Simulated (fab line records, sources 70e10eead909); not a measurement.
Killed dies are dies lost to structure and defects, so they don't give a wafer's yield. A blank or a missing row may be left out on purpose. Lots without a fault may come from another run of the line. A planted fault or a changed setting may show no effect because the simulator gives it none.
Chamber matching | flow nand_harc | NHARC_A_CHANNEL_FILL_D2_ETCHBACK_20 on rie_diel-08: 4 sister chambers
The step etches the open film in C4F8/O2/Ar, target depth 27 nm, time 13.5 s. 4 wafers are shown with their chamber, then 8 later ones without.

WAFERS WITH THEIR CHAMBER
wafer  | chamber | rf_vpp_V (V)
L091.5 | 0       | 990
L091.1 | 3       | 970
L091.6 | 1       | 974
L093.1 | 2       | 978

WAFERS WITHOUT THEIR CHAMBER
wafer  | rf_vpp_V (V)
L093.2 | 974
L093.3 | 987
L093.4 | 970
L093.5 | 978
L093.6 | 977
L096.1 | 975
L096.4 | 987
L096.5 | 968

WHICH CHAMBER EACH WENT THROUGH
wafer  | from the rows above     | in truth
L093.2 | 1                       | 1
L093.3 | 0                       | 0
L093.4 | 3                       | 3
L093.5 | 2                       | 2
L093.6 | can't be placed: 2 or 1 | 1
L096.1 | can't be placed: 1 or 2 | 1
L096.4 | 0                       | 0
L096.5 | 3                       | 3
Placed correctly: 6 of 8. Can't be placed from these rows: 2 (the true chamber is among the candidates in 2). Placed wrongly: 0.
How it was worked out, from the rows above alone: a wafer's distance from a chamber is the root of the sum, over the readings, of the square of ((its reading less the chamber's mean) divided by the reading's scatter). The wafer belongs to the nearest chamber; if the next one is less than 2 further off, it can't be placed. A chamber's mean is the mean of its shown wafers. The scatter: with one shown wafer a chamber, the root of the mean of the squares of how far each hidden wafer lies from its nearest shown one.
